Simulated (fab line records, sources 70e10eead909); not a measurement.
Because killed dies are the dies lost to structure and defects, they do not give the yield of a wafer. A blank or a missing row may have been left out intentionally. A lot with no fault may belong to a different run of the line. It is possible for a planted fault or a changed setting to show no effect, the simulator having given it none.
Chamber matching | flow nandHarc | NHARC_P_CONTACT_DESCUM_17 on rieDiel-02: 4 sister chambers
The step chemistry O2, time 3 s. 4 wafers are shown with their chamber, then 7 later ones without.

== WAFERS WITH THEIR CHAMBER ==
wafer  | chamber | oesProductAu (a.u.)
L815.4 | 1       | 1.009
L816.2 | 3       | 1.005
L816.5 | 2       | 0.979
L825.4 | 0       | 1.005

== WAFERS MISSING THEIR CHAMBER ==
wafer  | oesProductAu (a.u.)
L825.6 | 1.015
L829.3 | 1.017
L829.5 | 1.001
L829.6 | 0.990
L830.4 | 1.010
L830.5 | 0.990
L830.6 | 1.018

== WHICH CHAMBER EACH ONE RAN IN ==
wafer  | from the rows above               | in truth
L825.6 | can't be placed: 1 or 0 or 3      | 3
L829.3 | can't be placed: 1 or 0 or 3      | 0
L829.5 | can't be placed: 0 or 3 or 1      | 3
L829.6 | can't be placed: 2 or 0 or 3 or 1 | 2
L830.4 | can't be placed: 1 or 0 or 3      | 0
L830.5 | can't be placed: 2 or 0 or 3 or 1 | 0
L830.6 | can't be placed: 1 or 0 or 3      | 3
Placed correctly: 0 of 7. Unplaceable from these rows: 7, with the true chamber sitting among the candidates in 7. Placed wrongly: 0.
How it was worked out, from the rows above alone: a wafer's distance from a chamber is the root of the sum, over the readings, of the square of ((its reading less the chamber's mean) divided by the reading's scatter). The wafer belongs to the nearest chamber; if the next one is less than 2 further off, it can't be placed. The mean given for a chamber averages the wafers shown for that chamber. The scatter: with one shown wafer a chamber, the root of the mean of the squares of how far each hidden wafer lies from its nearest shown one.
